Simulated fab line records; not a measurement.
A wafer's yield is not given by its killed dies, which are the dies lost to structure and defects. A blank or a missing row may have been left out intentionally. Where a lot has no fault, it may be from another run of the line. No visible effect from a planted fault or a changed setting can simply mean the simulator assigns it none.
Which of the tools did it? ; flow n5-finfet ; 24 lots, 72 wafers sampled, at 6 steps of a route of 1938

## WHAT THE GAUGES READ, wafer by wafer
N5_BEOL_M0_RS_MEAS_126: a four-point-probe measurement. Usual: M0_RS typically reads 0.536 ohm/sq, with standard deviation 0.017.
lot;measured;on;M0_RS (ohm/sq);flag
L074;day 5 21:53;film-metro-01;0.535 0.527 0.521;
L075;day 6 04:55;film-metro-02;0.516 0.509 0.516;
L076;day 6 13:31;film-metro-01;0.568 0.545 0.518;
L077;day 6 17:24;film-metro-02;0.516 0.495 0.506;
L078;day 6 23:23;film-metro-02;0.526 0.567 0.537;
L079;day 7 03:47;film-metro-02;0.563 0.550 0.532;
L080;day 7 09:53;film-metro-01;0.544 0.506 0.500;
L082;day 7 21:52;film-metro-02;0.546 0.541 0.531;
L081;day 7 22:10;film-metro-01;0.522 0.524 0.508;
L083;day 8 05:22;film-metro-01;0.532 0.538 0.535;
L084;day 8 12:43;film-metro-02;0.523 0.549 0.505;
L086;day 9 02:31;film-metro-02;0.548 0.544 0.524;
L085;day 9 02:45;film-metro-02;0.553 0.553 0.529;
L087;day 9 09:53;film-metro-01;0.512 0.522 0.519;
L088;day 9 11:40;film-metro-01;0.539 0.552 0.529;
L089;day 9 18:46;film-metro-01;0.558 0.545 0.565;
L091;day 10 00:28;film-metro-02;0.539 0.541 0.552;
L090;day 10 00:44;film-metro-01;0.536 0.543 0.530;
L092;day 10 12:17;film-metro-02;0.554 0.544 0.549;
L093;day 10 15:45;film-metro-01;0.594 0.570 0.555;
L094;day 10 20:46;film-metro-01;0.551 0.564 0.533;
L095;day 11 06:13;film-metro-01;0.526 0.539 0.534;
L097;day 11 16:54;film-metro-02;0.541 0.541 0.527;
L096;day 11 22:16;film-metro-02;0.549 0.530 0.528;

N5_BEOL_M1_OVL_MEAS_12. Usual: M1_OVL typically reads -0.3 nm, with standard deviation 0.73.
lot;measured;on;M1_OVL (nm);flag
L074;day 6 01:11;overlay-02;0.0 0.2 -0.5;
L075;day 6 07:14;overlay-01;-1.7 0.2 0.4;
L076;day 6 15:43;overlay-02;-0.5 -0.5 0.1;
L077;day 6 19:07;overlay-01;-0.2 0.0 -0.5;
L078;day 7 00:54;overlay-01;0.3 -0.7 -1.1;
L079;day 7 04:30;overlay-01;0.1 0.4 0.5;
L080;day 7 13:20;overlay-01;-0.7 -0.6 -0.1;
L082;day 7 22:44;overlay-01;-0.2 0.7 0.6;
L081;day 8 00:36;overlay-02;-0.2 -1.2 0.0;
L083;day 8 09:14;overlay-01;0.9 0.4 -0.3;
L084;day 8 13:49;overlay-02;0.1 0.2 -0.2;
L086;day 9 07:13;overlay-01;-0.1 0.1 -0.1;
L085;day 9 07:24;overlay-02;0.8 -1.2 -0.7;
L087;day 9 10:40;overlay-02;0.4 1.0 0.1;
L088;day 9 13:04;overlay-02;0.4 0.6 0.8;
L089;day 9 21:47;overlay-02;-0.7 0.1 -0.3;
L091;day 10 02:55;overlay-02;-1.5 -1.0 -1.7;
L090;day 10 02:58;overlay-02;-0.1 0.0 0.1;
L092;day 10 14:38;overlay-02;-0.7 -1.1 -0.5;
L093;day 10 18:14;overlay-01;-1.3 0.1 -1.0;
L094;day 10 21:40;overlay-02;0.2 -0.4 -0.8;
L095;day 11 08:31;overlay-02;-0.7 -0.6 -1.4;
L097;day 11 19:12;overlay-01;1.6 -0.2 1.3;
L096;day 12 02:50;overlay-01;-1.7 -2.1 -1.8;

N5_BEOL_M1_OVL_MEAS_29. Usual: V0_OVL typically reads 0.2 nm, with standard deviation 0.61.
lot;measured;on;V0_OVL (nm);flag
L074;day 6 02:03;overlay-02;0.9 0.3 0.0;
L075;day 6 08:07;overlay-01;1.3 0.3 -0.3;
L076;day 6 16:43;overlay-02;0.4 0.9 1.1;
L077;day 6 20:09;overlay-02;1.1 0.9 1.4;
L078;day 7 01:59;overlay-01;0.7 1.0 1.3;
L079;day 7 05:22;overlay-02;0.2 -0.3 0.5;
L080;day 7 14:26;overlay-01;0.6 -0.4 -0.1;
L082;day 7 23:55;overlay-02;0.7 0.7 0.1;
L081;day 8 01:42;overlay-01;-0.1 -1.1 0.2;
L083;day 8 10:11;overlay-01;0.2 0.6 -0.6;
L084;day 8 14:52;overlay-02;-0.4 0.3 0.6;
L086;day 9 08:41;overlay-02;-0.1 -0.4 0.3;
L085;day 9 08:46;overlay-01;0.0 -1.0 -0.9;
L087;day 9 11:44;overlay-02;-0.3 -0.4 0.2;
L088;day 9 14:03;overlay-01;0.8 1.1 -0.6;
L089;day 9 22:47;overlay-01;-0.6 -0.4 0.3;
L091;day 10 03:53;overlay-02;0.0 0.2 0.8;
L090;day 10 05:02;overlay-02;0.3 -0.5 -0.4;
L092;day 10 15:52;overlay-01;-0.3 -0.3 -0.5;
L093;day 10 19:31;overlay-02;0.4 0.9 0.5;
L094;day 10 22:44;overlay-01;0.4 0.3 -0.1;
L095;day 11 09:34;overlay-02;0.6 0.6 0.1;
L097;day 11 20:05;overlay-02;0.3 0.2 1.1;
L096;day 12 03:51;overlay-02;0.2 -0.2 -0.1;

## WHICH TOOL RAN EACH LOT (tool, then ch and the chambers of the sampled wafers, then the start)
lot;N5_BEOL_M0_ANNEAL_135;N5_BEOL_M0_ANNEAL_119;N5_BEOL_M1_STRIP_19
L074;pvd-sputter-02, day 5 20:07;rtp-anneal-01 ch 0, day 5 21:04;rie-diel-03 ch 1,3, day 6 01:38
L075;pvd-sputter-03, day 6 03:46;rtp-anneal-01 ch 0, day 6 04:05;rie-diel-04 ch 0,1,2, day 6 07:41
L076;pvd-sputter-01, day 6 12:22;rtp-anneal-01 ch 0, day 6 12:40;rie-diel-03 ch 0,3, day 6 16:10
L077;pvd-sputter-01, day 6 16:07;rtp-anneal-02 ch 0, day 6 16:35;rie-diel-04 ch 0,2, day 6 19:34
L078;pvd-sputter-02, day 6 22:16;rtp-anneal-02 ch 0, day 6 22:31;rie-diel-03 ch 0,1,3, day 7 01:34
L079;pvd-sputter-01, day 7 02:41;rtp-anneal-01 ch 0, day 7 03:01;rie-diel-05 ch 0,1,3, day 7 04:56
L080;pvd-sputter-03, day 7 08:40;rtp-anneal-01 ch 0, day 7 08:54;rie-diel-05 ch 1,2,3, day 7 13:53
L082;pvd-sputter-01, day 7 20:19;rtp-anneal-01 ch 0, day 7 21:01;rie-diel-03 ch 0,1,2, day 7 23:22
L081;pvd-sputter-01, day 7 20:50;rtp-anneal-02 ch 0, day 7 21:19;rie-diel-03 ch 0,2,3, day 8 01:17
L083;pvd-sputter-02, day 8 04:11;rtp-anneal-01 ch 0, day 8 04:25;rie-diel-03 ch 0,1, day 8 09:46
L084;pvd-sputter-01, day 8 11:35;rtp-anneal-02 ch 0, day 8 11:50;rie-diel-03 ch 0,1,2, day 8 14:19
L086;pvd-sputter-03, day 9 00:55;rtp-anneal-02 ch 0, day 9 01:37;rie-diel-03 ch 1,2, day 9 08:08
L085;pvd-sputter-03, day 9 01:28;rtp-anneal-01 ch 0, day 9 01:55;rie-diel-03 ch 0,1,3, day 9 08:19
L087;pvd-sputter-02, day 9 08:35;rtp-anneal-02 ch 0, day 9 09:08;rie-diel-04 ch 0,2,3, day 9 11:19
L088;pvd-sputter-02, day 9 10:35;rtp-anneal-02 ch 0, day 9 10:49;rie-diel-03 ch 0,1,3, day 9 13:31
L089;pvd-sputter-01, day 9 17:40;rtp-anneal-01 ch 0, day 9 17:59;rie-diel-04 ch 2,3, day 9 22:22
L091;pvd-sputter-03, day 9 22:58;rtp-anneal-01 ch 0, day 9 23:34;rie-diel-03 ch 0,1,3, day 10 03:28
L090;pvd-sputter-01, day 9 23:19;rtp-anneal-01 ch 0, day 9 23:50;rie-diel-05 ch 0,1,3, day 10 03:41
L092;pvd-sputter-01, day 10 10:40;rtp-anneal-02 ch 0, day 10 11:01;rie-diel-04 ch 0,1,2, day 10 15:19
L093;pvd-sputter-03, day 10 14:34;rtp-anneal-01 ch 0, day 10 14:48;rie-diel-05 ch 0,1,2, day 10 19:06
L094;pvd-sputter-02, day 10 19:41;rtp-anneal-01 ch 0, day 10 19:55;rie-diel-03 ch 0,2, day 10 22:12
L095;pvd-sputter-02, day 11 04:52;rtp-anneal-02 ch 0, day 11 05:05;rie-diel-05 ch 1,2, day 11 09:01
L097;pvd-sputter-01, day 11 15:44;rtp-anneal-02 ch 0, day 11 16:01;rie-diel-04 ch 1,2, day 11 19:40
L096;pvd-sputter-02, day 11 20:54;rtp-anneal-01 ch 0, day 11 21:08;rie-diel-04 ch 0,1,2, day 12 03:19
- N5_BEOL_M0_ANNEAL_135: time 60 s.
- N5_BEOL_M0_ANNEAL_119: time 90 s.
- N5_BEOL_M1_STRIP_19: strips in O2.

## WHAT THE TOOLS THEMSELVES READ (means of the sampled wafers that have a number; where no wafer has one, the mark that the record gives instead)
N5_BEOL_M0_ANNEAL_135. Usual: heater-power-w 831 W, standard deviation 89; susceptor-temp-C 400.00 C, standard deviation 0.23.
lot;tool;heater-power-w (W);susceptor-temp-C (C);flag
L074;pvd-sputter-02;877;400.07;
L075;pvd-sputter-03;754;399.84;
L076;pvd-sputter-01;761;399.85;
L077;pvd-sputter-01;753;399.81;
L078;pvd-sputter-02;850;400.21;
L079;pvd-sputter-01;815;399.83;
L080;pvd-sputter-03;866;400.13;
L082;pvd-sputter-01;811;399.99;
L081;pvd-sputter-01;808;400.10;
L083;pvd-sputter-02;856;400.13;
L084;pvd-sputter-01;796;399.90;
L086;pvd-sputter-03;934;400.19;
L085;pvd-sputter-03;948;399.91;
L087;pvd-sputter-02;871;399.94;
L088;pvd-sputter-02;839;399.98;
L089;pvd-sputter-01;811;400.02;
L091;pvd-sputter-03;846;400.10;
L090;pvd-sputter-01;824;400.06;
L092;pvd-sputter-01;809;400.01;
L093;pvd-sputter-03;955;399.92;
L094;pvd-sputter-02;832;399.71;
L095;pvd-sputter-02;876;399.99;
L097;pvd-sputter-01;729;400.07;
L096;pvd-sputter-02;854;399.98;

N5_BEOL_M0_ANNEAL_119. Usual: wafer_temp_C_max 226.1, standard deviation 0.3.
lot;tool;wafer_temp_C_max;flag
L074;rtp-anneal-01;226.6;
L075;rtp-anneal-01;226.3;
L076;rtp-anneal-01;226.2;
L077;rtp-anneal-02;226.0;
L078;rtp-anneal-02;225.9;
L079;rtp-anneal-01;226.3;
L080;rtp-anneal-01;226.4;
L082;rtp-anneal-01;226.4;
L081;rtp-anneal-02;226.0;
L083;rtp-anneal-01;226.1;
L084;rtp-anneal-02;225.6;
L086;rtp-anneal-02;226.0;
L085;rtp-anneal-01;226.5;
L087;rtp-anneal-02;226.1;
L088;rtp-anneal-02;226.1;
L089;rtp-anneal-01;226.1;
L091;rtp-anneal-01;226.0;
L090;rtp-anneal-01;226.7;
L092;rtp-anneal-02;226.0;
L093;rtp-anneal-01;226.4;
L094;rtp-anneal-01;226.1;
L095;rtp-anneal-02;225.9;
L097;rtp-anneal-02;225.9;
L096;rtp-anneal-01;226.2;

N5_BEOL_M1_STRIP_19. Usual: drypump-motor-current-A 5.9 A, standard deviation 0.4; o2-flow-sccm 225.0 sccm, standard deviation 0.65; oes-product-au 0.76 a.u., standard deviation 0.063; rf-vpp-V 3.7 V, standard deviation 0.45; showerhead-plenum-p-Torr 2.11 Torr, standard deviation 0.051; throttle-valve-pct 16.69 %, standard deviation 0.13.
lot;tool;drypump-motor-current-A (A);o2-flow-sccm (sccm);oes-product-au (a.u.);rf-vpp-V (V);showerhead-plenum-p-Torr (Torr);throttle-valve-pct (%);flag
L074;rie-diel-03;5.9;225.1;0.85;3.2;2.07;16.58;
L075;rie-diel-04;6.1;225.7;0.79;3.5;2.14;16.64;
L076;rie-diel-03;6.1;224.6;0.73;3.6;2.07;16.72;
L077;rie-diel-04;5.8;225.2;0.82;3.7;2.18;16.52;
L078;rie-diel-03;6.0;225.2;0.79;3.9;2.07;16.66;
L079;rie-diel-05;5.6;224.5;0.81;3.2;2.17;16.71;
L080;rie-diel-05;5.7;224.9;0.78;3.7;2.19;16.75;
L082;rie-diel-03;5.9;225.1;0.79;3.5;2.07;16.57;
L081;rie-diel-03;5.8;224.9;0.73;3.5;2.08;16.68;
L083;rie-diel-03;6.3;224.8;0.78;3.5;2.07;16.63;
L084;rie-diel-03;6.0;225.1;0.78;3.7;2.07;16.59;
L086;rie-diel-03;5.6;224.8;0.79;3.9;2.08;16.55;
L085;rie-diel-03;6.0;224.6;0.77;4.2;2.06;16.69;
L087;rie-diel-04;6.1;224.6;0.75;3.6;2.13;16.62;
L088;rie-diel-03;6.0;225.3;0.77;3.4;2.06;16.69;
L089;rie-diel-04;6.5;225.0;0.71;3.8;2.09;16.69;
L091;rie-diel-03;6.0;224.8;0.76;3.3;2.06;16.70;
L090;rie-diel-05;5.6;225.0;0.78;3.9;2.17;16.75;
L092;rie-diel-04;6.0;224.1;0.77;3.5;2.13;16.70;
L093;rie-diel-05;5.6;224.6;0.74;3.7;2.15;16.85;
L094;rie-diel-03;6.1;225.0;0.72;3.8;2.07;16.69;
L095;rie-diel-05;5.7;225.4;0.71;3.5;2.16;16.90;
L097;rie-diel-04;6.3;224.8;0.74;3.6;2.09;16.83;
L096;rie-diel-04;6.1;225.3;0.76;4.4;2.13;16.72;

## THE ANSWER, worked out from the rows above alone
Rule: take the mean of a lot's wafers that have a number; if it is more than 3 standard deviations from the usual mean, the lot is off. A lot without any number at a reading at which 4 lots or more have one is off too. Any other lot the step has rows for is counted as sound. First the gauges in route order, then the tools' own readings, where a lot's mean is used as printed above. The first step at which some lot is off is used, and at that step the reading that is off furthest; a lot without a number counts as furthest.
No lot is off on any of the readings shown, so nothing can be concluded from this.

## WHAT THE SIMULATOR HAD INSERTED
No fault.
